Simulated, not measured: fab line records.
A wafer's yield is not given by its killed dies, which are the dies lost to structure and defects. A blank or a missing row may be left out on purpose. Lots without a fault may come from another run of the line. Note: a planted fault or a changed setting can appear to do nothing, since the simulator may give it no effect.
A lot that was struck, set against a sound lot | flow n5 finfet | 27 steps out of a route of 1938
Sound: these wafers, L180.2, L180.4, L180.6. The struck wafers were L195.2, L195.3, L195.5. Last of all comes the cause.
Per side, at each step with rows, come the tool, then ch with its chambers, and then its first start. Under that, the readings that differ: sound wafers | struck wafers | difference of the means | sigmas: that difference in standard deviations of wafers without a fault.
alike: a reading whose means differ by less than 2 such deviations, as well as words and numbers matching on both sides. not compared: withheld readings; readings where some wafer has no value; bounds like >300 that might hide an equal value; numbers whose values overlap and for which the record gives no deviation.
A row with sigmas, a row that says differs or no value, or rows on one side alone: a step with any of these is where the two part. Numbers that don't overlap but have no deviation are shown without sigmas and don't part them. A reading missing from all wafers of one side parts the sides only when that side holds two or more wafers.

first, 3 steps without rows for these wafers: N5_FIN_SAQP_PRECLEAN_44 (cleans in SC2, time 45 s); N5_FIN_SAQP_SRD_01 (time 30 s); N5_FIN_SAQP_ALD_61 (deposits SiO2, target thk 4 nm, pulse time 1 s, purge time 2 s).
N5_FIN_SAQP_DENSIFY_62: time 60 s.
  sound on rtp anneal-01 ch 0, day 1 21:32; struck on rtp anneal-02 ch 0, day 5 14:50
  alike: lamp power pct, lamp_zone_1_pct, wafer_temp_C_max
then, 1 step without rows for these wafers: N5_FIN_SAQP_HM_DEP_03 (deposits SiNx from SiH4/NH3/N2, target thk 38 nm, time 33.6 s).
N5_FIN_SAQP_THK_MEAS_05:
  sound on film metro-02 at day 1 21:52; struck on film metro-01 at day 5 15:06
  alike: thk nm
N5_FIN_SAQP_PECVD_47: deposits a-Si from SiH4/He, target thk 45 nm, time 36.3 s.
  sound on pecvd-04 ch 0,1,2, day 1 21:53; struck on pecvd-02 ch 1,2, day 5 15:08
  alike: heater power w, rf fwd power W, showerhead plenum p Torr, throttle valve pct
N5_FIN_SAQP_PECVD_48: deposits SiNx from SiH4/NH3/N2, target thk 25 nm, time 22.1 s.
  sound on pecvd-04 ch 0,1,2, day 1 21:56; struck on pecvd-02 ch 1,2, day 5 15:11
  alike: heater power w, rf fwd power W, showerhead plenum p Torr, throttle valve pct
N5_FIN_SAQP_PECVD_06: deposits a-Si from SiH4/He, target thk 60 nm, time 48.1 s.
  sound on pecvd-04 ch 0,1,2, day 1 21:58; struck on pecvd-02 ch 1,2, day 5 15:13
  alike: heater power w, rf fwd power W, showerhead plenum p Torr, throttle valve pct
N5_FIN_SAQP_THK_MEAS_07:
  sound on film metro-02 at day 1 22:04; struck on film metro-02 at day 5 15:19
  alike: thk nm
N5_FIN_SAQP_HM_DEP_72: deposits SiO2 from SiH4/N2O, target thk 12 nm, time 7.2 s.
  sound on pecvd-04 ch 1,2, day 1 22:06; struck on pecvd-04 ch 0,2, day 5 15:21
  alike: heater power w, rf fwd power W, showerhead plenum p Torr
then, 1 step without rows for these wafers: N5_FIN_SAQP_COAT_49 (time 60 s, resist thk 100 nm).
N5_FIN_SAQP_COAT_50: time 60 s, resist thk 35 nm.
  sound on litho track-02 ch 0, day 1 22:11; struck on litho track-02 ch 0, day 5 15:25
  reading                                     | sound                | struck               | difference | sigmas
  spin speed rpm (rpm)                        | 1500.2 1501.0 1499.7 | 1456.8 1455.1 1457.3 | -43.9      | -40
  model.SiARC_of_FIN_SAQP_COAT_50.thk nm (nm) | 35.02 34.93 34.85    | 35.4 35.43 35.46     | +0.5       |
then, 6 steps without rows for these wafers: N5_FIN_SAQP_COAT_10 (resist thk 90 nm); N5_FIN_SAQP_EBR_12; N5_FIN_SAQP_SOFTBAKE_11 (time 60 s); N5_FIN_SAQP_EXPOSE_13 (exposes mask FIN CORE, target cd 35.6 nm); N5_FIN_SAQP_PEB_14 (peb time 60 s); N5_FIN_SAQP_DEVELOP_15 (develop time 30 s).
N5_FIN_SAQP_CD_MEAS_16: the cd target is 35.6 nm.
  sound on cd sem-01 ch 0, day 1 22:33; struck on cd sem-02 ch 0, day 5 15:40
  alike: cd nm
N5_FIN_SAQP_OVL_MEAS_17:
  sound on overlay-02 ch 0, day 1 22:35; struck on overlay-01 ch 0, day 5 15:43
  alike: FIN_CORE_OVL
N5_FIN_SAQP_INSPECT_18: inspects for defects (brightfield).
  sound on defect inspect-02 at day 1 22:37; struck on defect inspect-02 at day 5 15:44
  alike: raw defect count
then, 1 step without rows for these wafers: N5_FIN_SAQP_DESCUM_21 (chemistry O2, time 7.9 s).
N5_FIN_SAQP_ETCH_51: etches SiARC in CF4, target depth 45.5 nm, time 75.8 s.
  sound on rie diel-01 ch 0,1,2, day 1 22:55; struck on rie diel-01 ch 0,3, day 5 15:48
  reading                                       | sound             | struck            | difference | sigmas
  model.etch.depth nm (nm)                      | 35.02 34.93 34.85 | 35.4 35.43 35.46  | +0.5       |
  model.CAR-ArF_of_FIN_SAQP_COAT_10.thk nm (nm) | 51.16 51 51.14    | 50.43 49.92 50.38 | -0.86      |
  alike: drypump motor current A, etch rf on time s, oes product au, rf fwd power W, rf vpp V, showerhead plenum p Torr, throttle valve pct
  not compared: rf hours counter h
N5_FIN_SAQP_ETCH_52: etches SOC in N2/H2, target depth 100 nm, overetch 20 nm, time 150 s.
  sound on rie diel-01 ch 0,1,2, day 1 22:58; struck on rie diel-01 ch 0,3, day 5 15:52
  reading                                     | sound             | struck            | difference | sigmas
  model.SiARC_of_FIN_SAQP_COAT_50.thk nm (nm) | 29.07 29.06 28.98 | 29.57 29.23 29.64 | +0.44      |
  alike: drypump motor current A, oes product au, rf fwd power W, rf vpp V, showerhead plenum p Torr, throttle valve pct
  not compared: rf hours counter h
then, 1 step without rows for these wafers: N5_FIN_SAQP_STRIP_53 (strips in N2/H2).
-- record jumps: 11 days separate the struck wafers' starts on either side; left off in module FIN_SAQP, taken up again in module PASSIVATION, whose first shown step is the route's number 1936 --
N5_PASSIVATION_PROBE_49:
  sound on prober-01 at day 12 06:50; struck on prober-02 at day 16 11:37
  alike: killed_at_M0_to_M3, killed_at_M4_up, killed at contacts, killed at front end, killed at other, killed dies, killed open, killed short

WHERE THEY PART
N5_FIN_SAQP_COAT_50 only, going by this record. Later steps at which nothing parts them and some readings are alike: N5_FIN_SAQP_CD_MEAS_16, N5_FIN_SAQP_OVL_MEAS_17, N5_FIN_SAQP_INSPECT_18, N5_FIN_SAQP_ETCH_51, N5_FIN_SAQP_ETCH_52, N5_PASSIVATION_PROBE_49.

WHY: what the simulator had put in
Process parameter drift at N5_FIN_SAQP_COAT_50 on litho track-02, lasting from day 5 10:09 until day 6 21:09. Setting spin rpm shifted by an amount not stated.
